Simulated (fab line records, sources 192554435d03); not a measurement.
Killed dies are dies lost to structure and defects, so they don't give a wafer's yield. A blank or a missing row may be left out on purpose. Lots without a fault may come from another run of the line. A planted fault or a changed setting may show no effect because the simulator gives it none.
Split-lot experiment | flow n5_finfet | 7 lots, 21 wafers read, on a route of 1938 steps

THE SPLIT
At N5_BEOL_M0_SAQP_COAT_81 (time 60 s, resist thk 100 nm), the setting spin_rpm was moved away from the recipe's 1500 rpm on 8 of the 21 wafers read, by -8.9% to +9.3%. The other wafers ran this setting at the recipe's value.

FROM THE SPLIT TO THE READING: what the file shows between them, 9 steps
- N5_BEOL_M0_SAQP_COAT_82: time 60 s, resist thk 30 nm (also split here: time_s)
- N5_BEOL_M0_SAQP_COAT_08: resist thk 90 nm
- N5_BEOL_M0_SAQP_EBR_10
- N5_BEOL_M0_SAQP_DESCUM_19: chemistry O2, time 7.9 s
- N5_BEOL_M0_SAQP_ETCH_83: etches SiARC in CF4, target depth 39 nm, time 65 s
- N5_BEOL_M0_SAQP_ETCH_84: etches SOC in N2/H2, target depth 100 nm, overetch 20 nm, time 150 s
- N5_BEOL_M0_SAQP_STRIP_80: strips in N2/H2
- N5_BEOL_M0_SAQP_HM_OPEN_112: chemistry CHF3/O2, target SiO2, stops on a-Si, target depth 12 nm, time 13.5 s
- N5_BEOL_M0_SAQP_STRIP_113: strips in CHF3/O2

THE READING
SOC_of_BEOL_M0_SAQP_COAT_81.thk_nm (the simulator's own value, which no gauge read), in nm, at N5_BEOL_M0_SAQP_MANDREL_ETCH_20 (etches a-Si in HBr/Cl2, stops on SiNx, target depth 60 nm, bt time 10 s, time 30 s). The file gives no usual value for it. The 13 wafers here that ran the recipe average 75.6 nm, standard deviation 0.34 nm.

wafer  | tool, chamber at the split | spin_rpm as run, rpm | against the recipe | SOC_of_BEOL_M0_SAQP_COAT_81.thk_nm, nm | against lot-mates on the recipe
L074.1 | litho_track-04, 0          | 1640                 | +9.3%              | 71                                     | -4.5
L074.3 | litho_track-04, 0          | 1500                 | recipe             | 75.2                                   | -
L074.6 | litho_track-04, 0          | 1500                 | recipe             | 75.8                                   | -
L075.1 | litho_track-02, 0          | 1500                 | recipe             | 75.2                                   | -
L075.5 | litho_track-02, 0          | 1500                 | recipe             | 75.2                                   | -
L075.2 | litho_track-02, 0          | 1500                 | recipe             | 75.8                                   | -
L077.1 | litho_track-03, 0          | 1500                 | recipe             | 76                                     | -
L077.3 | litho_track-03, 0          | 1548                 | +3.2%              | 74                                     | -1.7
L077.6 | litho_track-03, 0          | 1500                 | recipe             | 75.4                                   | -
L083.2 | litho_track-03, 0          | 1367                 | -8.9%              | 80.6                                   | +4.7
L083.5 | litho_track-03, 0          | 1500                 | recipe             | 75.6                                   | -
L083.6 | litho_track-03, 0          | 1500                 | recipe             | 76.2                                   | -
L088.1 | litho_track-04, 0          | 1500                 | recipe             | 75.6                                   | -
L088.4 | litho_track-04, 0          | 1418                 | -5.5%              | 78.6                                   | +3.1
L088.5 | litho_track-04, 0          | 1500                 | recipe             | 75.4                                   | -
L090.3 | litho_track-03, 0          | 1607                 | +7.1%              | 72.2                                   | -3.4
L090.5 | litho_track-03, 0          | 1607                 | +7.1%              | 72.2                                   | -3.4
L090.6 | litho_track-03, 0          | 1500                 | recipe             | 75.6                                   | -
L093.1 | litho_track-04, 0          | 1500                 | recipe             | 76.2                                   | -
L093.4 | litho_track-04, 0          | 1439                 | -4.1%              | 78.2                                   | +2.0
L093.5 | litho_track-04, 0          | 1439                 | -4.1%              | 78.6                                   | +2.4

THE FIT
A straight line over all 21 wafers: SOC_of_BEOL_M0_SAQP_COAT_81.thk_nm changes by -0.531 nm for each +1% of spin_rpm; r = -0.99; the points scatter about the line by 0.36 nm.
The same after taking each lot's own level away (the mean of its wafers on the recipe; 21 wafers): -0.507 nm for each +1%; r = -0.99; scatter 0.24 nm.
On that fit, the largest move of spin_rpm shifts the reading by 4.7 nm.
The lots' own levels span 75.40 to 76.20 nm, that is 2.3 times the standard deviation above.
So the lot-to-lot level changes the slope little: the two slopes agree.
Check: with one of the wafers moved furthest among these (+9.3%) left out of the fit, the line predicts -4.73 nm for it against its lot-mates. It came out at -4.5 nm against them.

OTHER SPLITS ON THESE WAFERS
These wafers also went through other splits before the reading. Each is held against what the fit with the lots' levels taken away leaves over:
other split on the same wafers        | wafers away from the commonest value | r with SOC_of_BEOL_M0_SAQP_COAT_81.thk_nm (lot level and that fit taken away)
N5_HKMG_FIN_HK_ALD_01 ald_cycles      | 7                                    | -0.47
N5_GATE_CUT_ETCH_58 source_w          | 8                                    | +0.09
N5_MOL_CONTACT_COAG_ETCH_15 source_w  | 9                                    | -0.35
N5_MOL_CONTACT_COAG_ETCH_110 source_w | 5                                    | +0.03
N5_MOL_CONTACT_COAG_ALD_27 ald_cycles | 8                                    | -0.19
N5_MOL_CONTACT_COAG_EXPOSE_81 dose_mj | 8                                    | -0.24
N5_BEOL_M0_SAQP_COAT_82 time_s        | 8                                    | +0.18

THE WHOLE CHAIN: every reading that the file lists as answering this split, in the file's order
step                            | what it does                                                                       | reading                                                                             | change (the file's fit)               | r (the file's)
N5_BEOL_M0_SAQP_COAT_81         | time 60 s, resist thk 100 nm                                                       | SOC_of_BEOL_M0_SAQP_COAT_81.thk_nm (the simulator's own value, which no gauge read) | -0.503 nm for each +1% of the setting | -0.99
N5_BEOL_M0_SAQP_ETCH_84         | etches SOC in N2/H2, target depth 100 nm, overetch 20 nm, time 150 s               | etch.depth_nm (the simulator's own value, which no gauge read)                      | -0.503 nm for each +1% of the setting | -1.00
N5_BEOL_M0_SAQP_MANDREL_ETCH_20 | etches a-Si in HBr/Cl2, stops on SiNx, target depth 60 nm, bt time 10 s, time 30 s | SOC_of_BEOL_M0_SAQP_COAT_81.thk_nm (the simulator's own value, which no gauge read) | -0.51 nm for each +1% of the setting  | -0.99

THE FILE'S OWN FIT
SOC_of_BEOL_M0_SAQP_COAT_81.thk_nm changes by -0.51 nm for each +1% of spin_rpm, r = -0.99.
